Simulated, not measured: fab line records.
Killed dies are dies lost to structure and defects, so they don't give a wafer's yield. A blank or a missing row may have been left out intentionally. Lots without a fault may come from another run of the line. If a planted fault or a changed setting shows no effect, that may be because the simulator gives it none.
Chamber matching ; flow n5-finfet ; N5_HKMG_FIN_ETCH_32 on rie-diel-02 has 4 sister chambers
The step etches SOC in N2/H2, target depth 240 nm, time 300 s. 4 wafers are shown with their chamber, then 9 later ones without.

== EACH WAFER AND ITS CHAMBER ==
wafer;chamber;showerhead-plenum-p-Torr (Torr)
L081.4;3;2.64
L086.3;2;2.42
L086.4;0;2.52
L086.5;1;2.45

== WAFERS WITH NO CHAMBER GIVEN ==
wafer;showerhead-plenum-p-Torr (Torr)
L088.1;2.52
L088.2;2.45
L088.5;2.41
L092.2;2.63
L092.5;2.41
L092.6;2.63
L095.2;2.52
L095.3;2.44
L095.5;2.44

== EACH ONE'S CHAMBER ==
wafer;from the rows above;in truth
L088.1;0;0
L088.2;1;1
L088.5;2;2
L092.2;3;3
L092.5;2;2
L092.6;3;3
L095.2;0;0
L095.3;can't be placed: 1 or 2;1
L095.5;can't be placed: 1 or 2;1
7 of 9 placed correctly. From these rows, 2 cannot be placed; in 2 the true chamber is one of the candidates. 0 placed wrongly.
How it was worked out, from the rows above alone: a wafer's distance from a chamber is the root of the sum, over the readings, of the square of ((its reading less the chamber's mean) divided by the reading's scatter). If the next closest chamber is less than 2 further off than the closest, the wafer can't be placed; otherwise it belongs to the closest. Each chamber's mean is taken over the wafers shown for it. The scatter: with one shown wafer a chamber, the root of the mean of the squares of how far each hidden wafer lies from its nearest shown one.
